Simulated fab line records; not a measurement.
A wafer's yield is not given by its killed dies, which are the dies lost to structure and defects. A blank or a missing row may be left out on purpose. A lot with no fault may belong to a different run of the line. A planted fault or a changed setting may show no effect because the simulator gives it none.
Problem report, 8D (eight disciplines) form, completed by code ; flow nand_harc ; the parts of the form that need people (team, actions taken, sign-off) are left out

## 1. THE PROBLEM
Mean of cd_nm at NHARC_P_ZERO_WELL_CD_MEAS_24: 709.2 nm across 6 wafers in 2 lots; on wafers with no fault it is 719.3 nm (standard deviation 1.7). That is -6.0 standard deviations from the usual mean.
The step: target cd 720 nm.
First seen on wafer L784.4, day 6 12:46, on cd_sem-02. The record has a number at this step for 36 wafers belonging to 12 lots. By rule, "out" or "out of limits" means more than 4 standard deviations away from the usual mean. Any other wafer with a number is counted as sound.

## 2. WHAT IT IS, WHAT IT ISN'T
question;is;is not
which readings at this step;cd_nm;-
which lots;L784, L785;L773, L774, L779, L787, L791, L792, L793, L794, L795, L796
which wafers of those lots;all that have a number;-
read on which gauges;cd_sem-01, cd_sem-02;cd_sem-03
when;from day 6 12:46;"up to then (9 sound wafers); but 21 sound wafers of L787, L791, L792, L793, L794, L795, L796 came after"

## 3. SUSPECTS, AND WHAT RULES EACH OUT
Counting: any tool at a process step up to the reading is kept as a suspect provided that every lot that is out went through it and no sound lot did after the first of them.
- the gauge at NHARC_P_ZERO_WELL_CD_MEAS_24 has been ruled out. The wafers that are out were read on 2 gauges (cd_sem-01, cd_sem-02).
- litho_track-02 at NHARC_P_ZERO_WELL_PEB_22 (peb time 85 s): ruled out as a lasting fault. The sound lots L792, L793, L795 went through it after L784, its earliest lot that is out (day 6 12:40).
Left after counting: nothing in the record.

## 4. THE CAUSE (what the simulator had put in)
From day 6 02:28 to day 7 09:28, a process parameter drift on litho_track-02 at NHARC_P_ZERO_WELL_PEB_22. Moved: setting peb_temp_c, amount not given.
Counting ruled it out, wrongly: the rule takes a fault to strike every lot that its tool runs from its start on, and this one did not.

## 5. THE EFFECT CHAIN, in route order
One row per reading whose mean, taken over the struck wafers that have a number, lies over 3 standard deviations from the usual. Only readings for which the record gives a usual standard deviation are gone through. hours: the time from each lot's start at the first step in this table that gives one to its start at this step, as a median over the lots. sigmas: the change in usual standard deviations.
hours;step;reading;usual;on struck wafers;change;sigmas
0;NHARC_P_ZERO_WELL_PEB_22;heater_power_total_W;163.93 W;156.27;-7.66;-28
0;NHARC_P_ZERO_WELL_PEB_22;plate_temp_C;117.99 C;113.80;-4.19;-32
0;NHARC_P_ZERO_WELL_CD_MEAS_24;cd_nm;719.3 nm;709.2;-10.1;-6.0
Here are the process steps it includes:
- NHARC_P_ZERO_WELL_PEB_22: peb time 85 s.
Later measuring or inspecting steps at which every struck wafer that the step has a row for has a number for every such reading, and none has moved that far: NHARC_P_STI_INSPECT_11.

## 6. HOW IT WOULD HAVE BEEN CAUGHT EARLIER
Counted from the fault's start at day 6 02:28, it took 10 hours until the first out-of-limits reading at a measuring or inspecting step in this record, taken at day 6 12:46.
The tool's own readings at NHARC_P_ZERO_WELL_PEB_22 were out on every struck wafer that the step has a row for (heater_power_total_W, plate_temp_C): an alarm limit on them would have fired on the first of those.
